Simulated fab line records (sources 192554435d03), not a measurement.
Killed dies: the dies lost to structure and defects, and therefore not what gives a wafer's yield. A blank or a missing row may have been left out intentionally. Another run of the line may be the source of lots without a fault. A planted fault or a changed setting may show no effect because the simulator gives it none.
Matching of chambers / flow n5-finfet / N5_FIN_CUT_CUT_ETCH_27 on rie-diel-03 has 4 sister chambers
The step etches SiO2 in CHF3/O2, target depth 4 nm, overetch 2 nm, time 4.9 s. 8 wafers are shown with their chamber, then 8 later ones without.

## WAFERS PAIRED WITH THEIR CHAMBERS
wafer=L084.3; chamber=0; drypump-motor-current-A (A)=6.0; rf-vpp-V (V)=546
wafer=L086.1; chamber=3; drypump-motor-current-A (A)=6.6; rf-vpp-V (V)=515
wafer=L086.3; chamber=0; drypump-motor-current-A (A)=6.0; rf-vpp-V (V)=547
wafer=L086.6; chamber=1; drypump-motor-current-A (A)=6.6; rf-vpp-V (V)=538
wafer=L087.2; chamber=2; drypump-motor-current-A (A)=5.8; rf-vpp-V (V)=515
wafer=L087.5; chamber=1; drypump-motor-current-A (A)=6.6; rf-vpp-V (V)=537
wafer=L087.6; chamber=2; drypump-motor-current-A (A)=5.8; rf-vpp-V (V)=514
wafer=L088.1; chamber=3; drypump-motor-current-A (A)=6.5; rf-vpp-V (V)=515

## WAFERS WITH NO CHAMBER GIVEN
wafer=L088.4; drypump-motor-current-A (A)=6.0; rf-vpp-V (V)=547
wafer=L088.5; drypump-motor-current-A (A)=5.8; rf-vpp-V (V)=513
wafer=L089.1; drypump-motor-current-A (A)=6.5; rf-vpp-V (V)=517
wafer=L089.4; drypump-motor-current-A (A)=5.8; rf-vpp-V (V)=513
wafer=L089.6; drypump-motor-current-A (A)=6.5; rf-vpp-V (V)=516
wafer=L097.2; drypump-motor-current-A (A)=6.5; rf-vpp-V (V)=515
wafer=L097.3; drypump-motor-current-A (A)=5.8; rf-vpp-V (V)=514
wafer=L097.6; drypump-motor-current-A (A)=5.8; rf-vpp-V (V)=514

## THE CHAMBER EACH PASSED THROUGH
wafer=L088.4; from the rows above=0; in truth=0
wafer=L088.5; from the rows above=2; in truth=2
wafer=L089.1; from the rows above=3; in truth=3
wafer=L089.4; from the rows above=2; in truth=2
wafer=L089.6; from the rows above=3; in truth=3
wafer=L097.2; from the rows above=3; in truth=3
wafer=L097.3; from the rows above=2; in truth=2
wafer=L097.6; from the rows above=2; in truth=2
Correct placement for 8 of the 8. Can't be placed from these rows: 0. 0 placed wrongly.
How it was worked out, from the rows above alone: a wafer's distance from a chamber is the root of the sum, over the readings, of the square of ((its reading less the chamber's mean) divided by the reading's scatter). If the next closest chamber is less than 2 further off than the closest, the wafer can't be placed; otherwise it belongs to the closest. The mean given for a chamber averages the wafers shown for that chamber. The scatter is the square root of a quotient: the sum, over the shown wafers, of each reading's squared deviation from its chamber's mean, divided by wafers minus chambers.
